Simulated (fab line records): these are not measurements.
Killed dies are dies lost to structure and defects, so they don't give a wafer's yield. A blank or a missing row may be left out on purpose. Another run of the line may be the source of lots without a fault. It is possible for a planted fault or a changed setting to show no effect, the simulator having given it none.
Matching of chambers || flow n5Finfet || N5_BEOL_M3_ETCHBACK_99 on rieDiel-02 has 4 sister chambers
The step etches SiO2 in CHF3, target depth 5 nm, time 10.4 s. 7 wafers are shown with their chamber, then 6 later ones without.

WAFERS, EACH WITH ITS CHAMBER
{"wafer": "L187.6", "chamber": 1, "throttleValvePct (%)": 17.02, "drypumpMotorCurrentA (A)": 5.7}
{"wafer": "L190.1", "chamber": 3, "throttleValvePct (%)": 16.72, "drypumpMotorCurrentA (A)": 5.6}
{"wafer": "L190.4", "chamber": 2, "throttleValvePct (%)": 17.01, "drypumpMotorCurrentA (A)": 6.0}
{"wafer": "L190.6", "chamber": 1, "throttleValvePct (%)": 17.02, "drypumpMotorCurrentA (A)": 5.6}
{"wafer": "L193.2", "chamber": 0, "throttleValvePct (%)": 17.51, "drypumpMotorCurrentA (A)": 5.1}
{"wafer": "L193.4", "chamber": 3, "throttleValvePct (%)": 16.73, "drypumpMotorCurrentA (A)": 5.6}
{"wafer": "L193.5", "chamber": 0, "throttleValvePct (%)": 17.53, "drypumpMotorCurrentA (A)": 5.1}

WAFERS MISSING THEIR CHAMBER
{"wafer": "L203.4", "throttleValvePct (%)": 17.09, "drypumpMotorCurrentA (A)": 5.6}
{"wafer": "L203.5", "throttleValvePct (%)": 16.77, "drypumpMotorCurrentA (A)": 5.6}
{"wafer": "L203.6", "throttleValvePct (%)": 17.53, "drypumpMotorCurrentA (A)": 5.1}
{"wafer": "L205.1", "throttleValvePct (%)": 17.55, "drypumpMotorCurrentA (A)": 5.1}
{"wafer": "L205.2", "throttleValvePct (%)": 17.11, "drypumpMotorCurrentA (A)": 5.6}
{"wafer": "L205.3", "throttleValvePct (%)": 16.79, "drypumpMotorCurrentA (A)": 5.7}

WHICH CHAMBER EACH WENT THROUGH
{"wafer": "L203.4", "from the rows above": 1, "in truth": 1}
{"wafer": "L203.5", "from the rows above": 3, "in truth": 3}
{"wafer": "L203.6", "from the rows above": 0, "in truth": 0}
{"wafer": "L205.1", "from the rows above": 0, "in truth": 0}
{"wafer": "L205.2", "from the rows above": 1, "in truth": 1}
{"wafer": "L205.3", "from the rows above": 3, "in truth": 3}
Correctly placed: 6 of 6. Can't be placed from these rows: 0. Placed wrongly: 0.
How it was worked out, from the rows above alone: a wafer's distance from a chamber is the root of the sum, over the readings, of the square of ((its reading less the chamber's mean) divided by the reading's scatter). The wafer belongs to the nearest chamber; if the next one is less than 2 further off, it can't be placed. For every chamber, the mean is computed from those of its wafers that are shown. The scatter: take each reading less its chamber's mean, square it, sum over the shown wafers, divide by the number of wafers less the number of chambers, and take the root.
